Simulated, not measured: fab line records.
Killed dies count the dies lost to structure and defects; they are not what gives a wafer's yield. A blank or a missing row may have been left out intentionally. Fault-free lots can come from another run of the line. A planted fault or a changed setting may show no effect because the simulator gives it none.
Chamber matching | flow n5-finfet | N5_BEOL_M1_DEP_57 on pecvd-04 has 3 sister chambers
The step deposits SiCN from 3MS/NH3, target thk 8 nm, time 14 s. 6 wafers are shown with their chamber, then 7 later ones without.

## WAFERS PAIRED WITH THEIR CHAMBERS
wafer  | chamber | showerhead-plenum-p-Torr (Torr) | throttle-valve-pct (%)
L079.6 | 2       | 3.677                           | 8.9
L081.4 | 2       | 3.671                           | 9.0
L085.3 | 1       | 3.677                           | 9.4
L085.5 | 1       | 3.689                           | 9.5
L086.3 | 0       | 3.636                           | 10.0
L086.4 | 0       | 3.637                           | 10.1

## WAFERS WITH NO CHAMBER GIVEN
wafer  | showerhead-plenum-p-Torr (Torr) | throttle-valve-pct (%)
L086.6 | 3.678                           | 9.5
L094.2 | 3.679                           | 8.7
L094.3 | 3.684                           | 9.5
L094.6 | 3.637                           | 10.1
L096.1 | 3.629                           | 10.1
L096.3 | 3.675                           | 9.2
L096.5 | 3.674                           | 9.4

## EACH ONE'S CHAMBER
wafer  | from the rows above     | in truth
L086.6 | 1                       | 1
L094.2 | 2                       | 2
L094.3 | 1                       | 1
L094.6 | 0                       | 0
L096.1 | 0                       | 0
L096.3 | can't be placed: 2 or 1 | 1
L096.5 | 1                       | 1
Placed correctly: 6 of 7. Not placeable from these rows: 1 (in 1, the candidates include the true chamber). Number placed wrongly: 0.
How it was worked out, from the rows above alone: a wafer's distance from a chamber is the root of the sum, over the readings, of the square of ((its reading less the chamber's mean) divided by the reading's scatter). The wafer belongs to the nearest chamber; if the next one is less than 2 further off, it can't be placed. Each chamber's mean is taken over the wafers shown for it. The scatter is the square root of a quotient: the sum, over the shown wafers, of each reading's squared deviation from its chamber's mean, divided by wafers minus chambers.
